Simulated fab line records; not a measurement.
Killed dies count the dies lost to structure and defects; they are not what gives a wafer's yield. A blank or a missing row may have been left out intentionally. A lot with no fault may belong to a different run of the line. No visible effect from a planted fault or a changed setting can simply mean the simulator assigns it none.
Matching of chambers | flow n5-finfet | ald-sin-04 running N5_BEOL_M1_ALD_98: 4 sister chambers
The step deposits SiO2, target thk 2.5 nm, pulse time 1 s, co reactant pulse time 1 s. 4 wafers are shown with their chamber, then 9 later ones without.

## WAFERS WITH THEIR CHAMBER
wafer  | chamber | heater-power-w (W)
L077.5 | 3       | 82
L078.3 | 1       | 71
L079.1 | 0       | 74
L079.6 | 2       | 70

## WAFERS WITHOUT THEIR CHAMBER
wafer  | heater-power-w (W)
L082.1 | 79
L082.3 | 71
L082.6 | 71
L089.1 | 71
L089.2 | 75
L089.4 | 71
L097.2 | 71
L097.3 | 80
L097.5 | 71

## EACH ONE'S CHAMBER
wafer  | from the rows above     | in truth
L082.1 | can't be placed: 3 or 0 | 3
L082.3 | can't be placed: 1 or 2 | 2
L082.6 | can't be placed: 1 or 2 | 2
L089.1 | can't be placed: 1 or 2 | 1
L089.2 | 0                       | 0
L089.4 | can't be placed: 1 or 2 | 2
L097.2 | can't be placed: 1 or 2 | 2
L097.3 | 3                       | 3
L097.5 | can't be placed: 1 or 2 | 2
2 of 9 placed correctly. Unplaceable from these rows: 7, with the true chamber sitting among the candidates in 7. Placed wrongly: 0.
How it was worked out, from the rows above alone: a wafer's distance from a chamber is the root of the sum, over the readings, of the square of ((its reading less the chamber's mean) divided by the reading's scatter). The wafer belongs to the nearest chamber; if the next one is less than 2 further off, it can't be placed. A chamber's mean is the mean of its shown wafers. The scatter: root of mean squared gap, hidden wafer to nearest shown wafer, with one shown wafer a chamber.
